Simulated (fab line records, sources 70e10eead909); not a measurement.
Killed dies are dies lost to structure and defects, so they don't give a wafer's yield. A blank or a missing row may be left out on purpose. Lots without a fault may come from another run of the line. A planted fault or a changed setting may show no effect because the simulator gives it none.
Chamber matching | flow nand_harc | NHARC_A_WL_FILL_ETCHBACK_26 on rie_si-01: 4 sister chambers
The step etches the open film in HBr, target depth 52 nm, time 13.3 s. 8 wafers are shown with their chamber, then 7 later ones without.

WAFERS WITH THEIR CHAMBER
wafer  | chamber | drypump_motor_current_A (A) | chamber_pressure_mTorr (mTorr)
L077.1 | 3       | 5.8                         | 14.992
L077.2 | 1       | 5.1                         | 14.989
L084.4 | 0       | 5.9                         | 14.988
L085.1 | 1       | 5.1                         | 14.993
L085.2 | 3       | 5.8                         | 15.002
L085.5 | 2       | 6.5                         | 14.979
L093.4 | 0       | 5.8                         | 15.014
L093.5 | 2       | 6.5                         | 14.982

WAFERS WITHOUT THEIR CHAMBER
wafer  | drypump_motor_current_A (A) | chamber_pressure_mTorr (mTorr)
L093.6 | 5.1                         | 15.005
L094.1 | 5.1                         | 15.000
L094.3 | 5.8                         | 15.001
L094.6 | 5.8                         | 14.993
L097.3 | 5.1                         | 14.999
L097.4 | 5.8                         | 14.995
L097.6 | 5.1                         | 14.989

WHICH CHAMBER EACH WENT THROUGH
wafer  | from the rows above     | in truth
L093.6 | 1                       | 1
L094.1 | 1                       | 1
L094.3 | can't be placed: 3 or 0 | 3
L094.6 | can't be placed: 3 or 0 | 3
L097.3 | 1                       | 1
L097.4 | can't be placed: 3 or 0 | 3
L097.6 | 1                       | 1
Placed correctly: 4 of 7. Can't be placed from these rows: 3 (the true chamber is among the candidates in 3). Placed wrongly: 0.
How it was worked out, from the rows above alone: a wafer's distance from a chamber is the root of the sum, over the readings, of the square of ((its reading less the chamber's mean) divided by the reading's scatter). The wafer belongs to the nearest chamber; if the next one is less than 2 further off, it can't be placed. A chamber's mean is the mean of its shown wafers. The scatter: the root of (the sum of the squares of (reading less its chamber's mean) over the shown wafers, divided by (wafers less chambers)).
